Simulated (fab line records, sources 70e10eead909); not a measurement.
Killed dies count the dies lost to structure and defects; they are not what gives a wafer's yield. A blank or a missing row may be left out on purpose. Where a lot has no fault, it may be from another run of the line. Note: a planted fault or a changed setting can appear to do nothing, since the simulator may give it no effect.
fab line records	flow nand-harc
[record] lots = 12	wafers = 36	last-day = 24
route steps=1159 shown P_CONTACT@247 P_M0@261 END@1159
lots with no fault: from the same line, run without faults
start-h: hours from the record's first day to the start of the lot's first wafer shown	wait-h: hours since the lot's step before	" same as the row above	L1.1+2: a single row standing in for several wafers	- value missing, or start not given	* or withheld: withheld	< > ~ a bound
route shown NAME@n: names a module that has steps shown in the file, with the first one's number in the route	usual: mean/standard deviation taken from wafers without a fault	same: alike in all rows	chamber/n: place in a boat	sites: each site's reading	_std_site: the values' standard deviation	_edge_site: outer sites' mean less inner sites'	radius-mm: how far each site lies from the wafer's centre	mask NAME#n: copy n	behind: tool/chamber where the wafer was last shaped	hold: cause of the lot's hold/its duration in hours/its outcome	device: which transistor (n, p or np) failed to switch	end of line: tests of these same wafers at the route's end	a step given without rows: its recipe and nothing more	killed: dies that structure and defects cost at the first sort, which is not the same as the wafer's yield	map: a wafer's dies, marking killed ones x, the rest . and places with no die _
set.NAME: the run value of the setting; set.NAME@STEP: its run value at that earlier step	model.NAME: the simulator's own value behind a step, which no gauge read
route steps across a sampled set of lots; one table per step, one row per wafer
services: from which hour (start-h, from the record's first day; less than 0 if before it) a tool's chamber was out of use, for how many hours, and why
[[steps]]
[step NHARC_P_CONTACT_ALD_22]
[recipe] target-thk-a = 30	pulse-time-s = 1	ald-cycles = 150	temp-c = 450	material = TiN
[usual] heater-power-w = 1038/130	precursor-pulse-height-rel = 1.000/0.02
lot.wafer	tool	chamber	start-h	wait-h	heater-power-w	precursor-pulse-height-rel
L907.2	ald-metal-04	0	111.00	-	1009	0.997
L907.3	"	1	"	"	1146	1.011
L907.6	"	1	"	"	1143	1.003
L908.4	ald-metal-03	1	127.56	-	1061	0.996
L908.3	"	2	"	"	1296	0.958
L908.5	"	2	"	"	1252	0.958
L911.3	ald-metal-01	2	136.12	-	965	1.021
L911.4	"	1	"	"	1022	0.990
L911.5	"	3	"	"	1118	0.977
L913.1	ald-metal-03	2	143.05	-	1305	1.001
L913.6	"	1	"	"	1052	1.013
L913.5	"	2	"	"	1312	1.004
L912.3	ald-metal-01	3	143.95	-	1106	0.989
L912.2	"	1	"	"	1018	0.971
L912.6	"	3	"	"	1104	1.002
L914.1	ald-metal-04	0	154.19	-	1011	0.965
L914.2	"	2	"	"	918	1.020
L914.6	"	0	"	"	1026	1.006
L920.2	ald-metal-04	3	190.27	-	1064	1.017
L920.3	"	0	"	"	1018	1.011
L920.5	"	3	"	"	1035	1.005
L919.2	ald-metal-04	3	191.61	-	1040	1.008
L919.3	"	0	"	"	1019	0.995
L919.5	"	1	"	"	1152	1.005
L922.3	ald-metal-01	3	199.71	-	1112	1.011
L922.2	"	1	"	"	1007	1.021
L922.5	"	0	"	"	898	1.050
L923.3	ald-metal-03	0	210.53	-	1125	1.006
L923.1	"	1	"	"	1062	0.990
L923.5	"	0	"	"	1114	0.993
L928.3	ald-metal-04	1	238.50	-	1136	0.972
L928.6	"	0	"	"	981	1.012
L928.5	"	1	"	"	1104	1.000
L929.1	ald-metal-01	2	239.15	-	961	0.992
L929.3	"	0	"	"	886	1.000
L929.2	"	1	"	"	1058	1.015
[step NHARC_P_M0_PEB_07]
[recipe] peb-temp-c = 100	peb-time-s = 65
[usual] heater-power-total-W = 156.6/0.43	plate-temp-C = 99.99/0.12
lot.wafer	tool	chamber	start-h	wait-h	heater-power-total-W	plate-temp-C
L907.2	litho-track-04	0	118.84	0.1	156.8	100.18
L907.3	"	0	"	"	156.0	99.91
L907.6	"	0	"	"	157.1	100.19
L908.3	litho-track-06	0	131.42	0.0	156.1	100.25
L908.4	"	0	"	"	156.6	99.93
L908.5	"	0	"	"	156.0	100.06
L911.3	litho-track-04	0	139.37	0.0	157.1	100.08
L911.4	"	0	"	"	156.5	100.13
L911.5	"	0	"	"	157.0	100.34
L913.1	litho-track-01	0	145.13	0.1	157.1	99.75
L913.5	"	0	"	"	157.2	99.86
L913.6	"	0	"	"	156.7	99.75
L912.2	litho-track-01	0	146.00	0.1	156.0	99.96
L912.3	"	0	"	"	157.0	100.04
L912.6	"	0	"	"	156.0	99.75
L914.1	litho-track-01	0	156.29	0.1	156.9	100.03
L914.2	"	0	"	"	157.1	100.00
L914.6	"	0	"	"	157.0	100.03
L920.2	litho-track-04	0	192.32	0.1	165.7	104.08
L920.3	"	0	"	"	165.5	104.25
L920.5	"	0	"	"	165.6	104.24
L919.2	litho-track-06	0	193.67	0.1	156.0	100.06
L919.3	"	0	"	"	157.2	99.87
L919.5	"	0	"	"	156.0	100.11
L922.2	litho-track-04	0	209.43	0.1	165.7	104.07
L922.3	"	0	"	"	165.7	104.07
L922.5	"	0	"	"	164.9	104.04
L923.1	litho-track-06	0	216.86	0.1	156.2	100.05
L923.3	"	0	"	"	156.1	100.00
L923.5	"	0	"	"	156.2	100.05
L928.3	litho-track-06	0	240.74	0.0	156.8	100.15
L928.5	"	0	"	"	156.5	100.06
L928.6	"	0	"	"	156.7	100.15
L929.1	litho-track-01	0	241.34	0.1	156.7	100.19
L929.2	"	0	"	"	156.4	100.10
L929.3	"	0	"	"	156.3	100.17
[step NHARC_P_M0_CD_MEAS_09]
[recipe] target-cd-nm = 90	landing-energy-ev = 500
[usual] cd-nm = 90.0/0.62
lot.wafer	tool	chamber	start-h	wait-h	cd-nm
L907.2	cd-sem-02	0	118.92	-	90.9
L907.3	"	0	"	"	90.9
L907.6	"	0	"	"	90.5
L908.3	cd-sem-02	0	131.50	-	88.9
L908.4	"	0	"	"	88.6
L908.5	"	0	"	"	88.6
L911.3	cd-sem-02	0	139.46	-	90.9
L911.4	"	0	"	"	90.3
L911.5	"	0	"	"	90.3
L913.1	cd-sem-01	0	145.21	-	89.2
L913.5	"	0	"	"	89.0
L913.6	"	0	"	"	89.5
L912.2	cd-sem-03	0	146.08	-	89.7
L912.3	"	0	"	"	89.9
L912.6	"	0	"	"	89.8
L914.1	cd-sem-02	0	156.37	-	89.8
L914.2	"	0	"	"	90.5
L914.6	"	0	"	"	90.7
L920.2	cd-sem-01	0	192.40	-	103.3
L920.3	"	0	"	"	104.1
L920.5	"	0	"	"	103.0
L919.2	cd-sem-03	0	193.76	-	90.1
L919.3	"	0	"	"	90.1
L919.5	"	0	"	"	90.4
L922.2	cd-sem-03	0	209.51	-	103.2
L922.3	"	0	"	"	103.8
L922.5	"	0	"	"	103.0
L923.1	cd-sem-03	0	216.94	-	90.4
L923.3	"	0	"	"	90.3
L923.5	"	0	"	"	91.2
L928.3	cd-sem-03	0	240.82	-	90.6
L928.5	"	0	"	"	90.5
L928.6	"	0	"	"	90.4
L929.1	cd-sem-01	0	241.42	-	89.6
L929.2	"	0	"	"	90.2
L929.3	"	0	"	"	89.9
[step NHARC_P_M0_INSPECT_11]
[usual] raw-defect-count = 4.2/2.6
lot.wafer	tool	chamber	start-h	wait-h	raw-defect-count
L907.2	defect-inspect-02	-	119.05	0.0	4
L907.3	"	-	"	"	2
L907.6	"	-	"	"	2
L908.3	defect-inspect-01	-	131.63	0.0	3
L908.4	"	-	"	"	4
L908.5	"	-	"	"	1
L911.3	defect-inspect-02	-	139.58	0.0	5
L911.4	"	-	"	"	6
L911.5	"	-	"	"	3
L913.1	defect-inspect-02	-	145.33	0.0	4
L913.5	"	-	"	"	4
L913.6	"	-	"	"	5
L912.2	defect-inspect-01	-	146.21	0.0	3
L912.3	"	-	"	"	6
L912.6	"	-	"	"	2
L914.1	defect-inspect-01	-	156.49	0.0	4
L914.2	"	-	"	"	2
L914.6	"	-	"	"	4
L920.2	defect-inspect-01	-	192.53	0.0	9
L920.3	"	-	"	"	2
L920.5	"	-	"	"	10
L919.2	defect-inspect-01	-	193.88	0.0	7
L919.3	"	-	"	"	7
L919.5	"	-	"	"	7
L922.2	defect-inspect-02	-	209.63	0.0	6
L922.3	"	-	"	"	4
L922.5	"	-	"	"	1
L923.1	defect-inspect-02	-	217.06	0.0	5
L923.3	"	-	"	"	10
L923.5	"	-	"	"	5
L928.3	defect-inspect-02	-	240.94	0.0	4
L928.5	"	-	"	"	1
L928.6	"	-	"	"	2
L929.1	defect-inspect-02	-	241.55	0.0	1
L929.2	"	-	"	"	4
L929.3	"	-	"	"	2
[step NHARC_P_M0_DEGAS_28]
[recipe] temp-c = 250	time-s = 60
[usual] heater-power-w = 338/36
lot.wafer	tool	chamber	start-h	wait-h	heater-power-w
L907.3	pvd-sputter-03	-	120.04	-	306
L907.2	"	-	"	"	306
L907.6	"	-	"	"	364
L908.4	pvd-sputter-01	-	132.64	-	377
L908.3	"	-	"	"	308
L908.5	"	-	"	"	380
L911.4	pvd-sputter-01	-	140.62	-	320
L911.3	"	-	"	"	299
L911.5	"	-	"	"	379
L913.1	pvd-sputter-02	-	146.35	-	317
L913.5	"	-	"	"	312
L913.6	"	-	"	"	328
L912.3	pvd-sputter-02	-	147.20	-	329
L912.2	"	-	"	"	313
L912.6	"	-	"	"	321
L914.1	pvd-sputter-01	-	157.52	-	310
L914.2	"	-	"	"	315
L914.6	"	-	"	"	306
L920.3	pvd-sputter-03	-	193.51	-	315
L920.2	"	-	"	"	405
L920.5	"	-	"	"	312
L919.3	pvd-sputter-01	-	194.88	-	319
L919.2	"	-	"	"	392
L919.5	"	-	"	"	316
L922.3	pvd-sputter-03	-	210.61	-	364
L922.2	"	-	"	"	317
L922.5	"	-	"	"	359
L923.3	pvd-sputter-03	-	218.05	-	321
L923.1	"	-	"	"	361
L923.5	"	-	"	"	314
L928.3	pvd-sputter-02	-	241.92	-	308
L928.5	"	-	"	"	317
L928.6	"	-	"	"	314
L929.3	pvd-sputter-01	-	242.53	-	314
L929.2	"	-	"	"	318
L929.1	"	-	"	"	296
[step NHARC_END_SORT_01]
[recipe] temp-c = 25
[usual] defect-limited-yield = 95.8/1.2	killed-at-array = 24/7.4	killed-at-other = 0.5/0.81	killed-at-periphery = 3.4/2.3	killed-dies = 28/8	killed-open = 3.4/1.8	killed-short = 2.0/1.4	sort_bin_2_pct = 1.3/0.54	sort_bin_3_pct = 0.23/0.2	sort_bin_4_pct = 2.7/0.77	sort-n-pass = 649/8	sort-rim-yield-pct = 94.2/2.7	sort-yield-pct = 95.8/1.2
[same] gross-dies = 677	sort_bin_5_pct[%] = 0	sort_bin_6_pct[%] = 0	sort_bin_7_pct[%] = 0	sort_bin_8_pct[%] = 0	sort-rim-n-gross = 106.00
lot.wafer	tool	chamber	start-h	wait-h	defect-limited-yield[%]	killed-at-array	killed-at-other	killed-at-periphery	killed-dies	killed-open	killed-short	sort_bin_2_pct[%]	sort_bin_3_pct[%]	sort_bin_4_pct[%]	sort-n-pass	sort-rim-yield-pct[%]	sort-yield-pct[%]
L920.2	prober-01	0	517.97	2.8	95.4	24	0	7	31	5	2	0.7	0.30	3.5	646	96.2	95.4
L920.3	prober-01	0	518.77	3.1	96.3	23	0	2	25	6	2	0.7	0.30	2.7	652	92.5	96.3
L920.5	prober-01	0	520.38	3.7	95.7	27	0	2	29	5	1	0.9	0.30	3.1	648	94.3	95.7
L923.1	prober-02	0	538.34	2.5	95.4	26	0	5	31	5	1	1.3	0.15	3.1	646	95.3	95.4
L922.2	prober-01	0	546.83	2.8	97.2	16	0	3	19	2	2	0.7	0.30	1.8	658	94.3	97.2
L922.3	prober-01	0	547.62	3.1	94.8	34	0	1	35	2	2	2.5	0.15	2.5	642	94.3	94.8
L922.5	prober-01	0	549.19	3.6	94.7	33	0	3	36	5	3	1.5	0	3.8	641	93.4	94.7
// killed by level:class
L920.2 A_CHANNEL_HOLE_D1:chamber-film-flake=8 A_CONTACT:chamber-film-flake=8 P_ZERO_WELL:chamber-film-flake=5 A_STAIRCASE:chamber-film-flake=3 P_CONTACT:geometric-particle:open=2 A_ONON_D1:geometric-particle:open=1 A_CHANNEL_FILL_D1:geometric-particle:short=1 A_WL_FILL:geometric-particle:open=1
L920.3 A_CHANNEL_HOLE_D1:chamber-film-flake=6 A_CONTACT:chamber-film-flake=6 A_STAIRCASE:chamber-film-flake=3 P_M0:geometric-particle:short=1 A_ONON_D1:geometric-particle:open=1 A_STAIRCASE:geometric-particle:open=1 A_CHANNEL_FILL_D1:geometric-particle:open=1 A_WL_FILL:geometric-particle:short=1
L920.5 A_CHANNEL_HOLE_D1:chamber-film-flake=18 A_CONTACT:chamber-film-flake=3 A_CONTACT:geometric-particle:open=2 P_GATE:chamber-film-flake=2 A_CHANNEL_FILL_D1:geometric-particle:open=1 A_SGD_CUT:geometric-particle:open=1 A_WL_FILL:geometric-particle:short=1 A_M0:geometric-particle:open=1
L923.1 A_SLIT:chamber-film-flake=9 A_STAIRCASE:chamber-film-flake=4 A_CONTACT:chamber-film-flake=4 P_GATE:chamber-film-flake=3 A_CONTACT:geometric-particle:open=2 A_BLC:geometric-particle:open=2 A_CHANNEL_HOLE_D1:chamber-film-flake=2 A_M1:chamber-film-flake=2
L922.2 A_CHANNEL_HOLE_D1:chamber-film-flake=7 A_STAIRCASE:chamber-film-flake=3 A_STAIRCASE:geometric-particle:open=2 P_GATE:chamber-film-flake=2 P_CONTACT:geometric-particle:short=1 A_ONON_D1:geometric-particle:short=1 A_CHANNEL_FILL_D1:chamber-film-flake=1 A_CONTACT:chamber-film-flake=1
L922.3 A_CHANNEL_HOLE_D1:chamber-film-flake=26 A_CONTACT:chamber-film-flake=5 P_M0:geometric-particle:open=1 A_ONON_D1:geometric-particle:open=1 A_CHANNEL_FILL_D1:geometric-particle:short=1 A_SGD_CUT:geometric-particle:short=1
L922.5 A_CHANNEL_HOLE_D1:chamber-film-flake=17 A_STAIRCASE:chamber-film-flake=7 A_CONTACT:chamber-film-flake=4 A_CONTACT:geometric-particle:open=3 P_CONTACT:geometric-particle:open=2 P_M0:geometric-particle:short=1 A_CHANNEL_HOLE_D1:geometric-particle:short=1 A_WL_FILL:geometric-particle:short=1
[[services]]
tool	chamber	start-h	hours	kind
litho-track-01	-	93.00	7.0	pm
ald-metal-01	-	102.00	10.0	pm
ald-metal-01	0	102.00	10.0	vent-cycle
ald-metal-01	1	102.00	10.0	vent-cycle
ald-metal-01	2	102.00	10.0	vent-cycle
pvd-sputter-03	-	102.00	10.0	pm
litho-track-06	-	117.00	7.0	pm
ald-metal-01	-	127.67	1.9	repair
pvd-sputter-02	-	129.72	3.8	repair
litho-track-04	-	141.00	7.0	pm
ald-metal-03	-	144.00	10.0	pm
pvd-sputter-01	-	158.00	10.0	pm
ald-metal-01	2	175.80	6.4	repair
pvd-sputter-03	-	202.88	5.0	repair
pvd-sputter-02	-	214.04	10.0	pm
ald-metal-04	-	228.00	10.0	pm
ald-metal-04	0	228.00	10.0	vent-cycle
ald-metal-04	1	228.00	10.0	vent-cycle
ald-metal-04	2	228.00	10.0	vent-cycle
ald-metal-04	3	228.00	10.0	vent-cycle
ald-metal-04	0	238.00	-	clean
ald-metal-04	1	238.00	-	clean
ald-metal-04	2	238.00	-	clean
ald-metal-04	3	238.00	-	clean
[[key]]
[first-sign] step = NHARC_P_M0_PEB_07	reading = plate-temp-C	direction = up	sigmas = 34	usual = *	struck = *
[effect] step = NHARC_P_M0_PEB_07	reading = heater-power-total-W	direction = up	sigmas = 21	usual = *	struck = *
[effect] step = NHARC_P_M0_CD_MEAS_09	reading = cd-nm	direction = up	sigmas = 22	usual = 90.0	struck = 103.4
met-at NHARC_P_M0_PEB_07
struck-lots L920,L922
not-acting-at NHARC_P_CONTACT_ALD_22,NHARC_P_M0_INSPECT_11,NHARC_P_M0_DEGAS_28
onset-between 139.37 192.32
[fault] kind = process-parameter-drift	tool = litho-track-04	chamber = -	onset-h = 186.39	steps = NHARC_P_M0_PEB_07	channel = peb-temp-c	offset = *	shape = step	end-h = 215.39	acts-in = *	stated = *
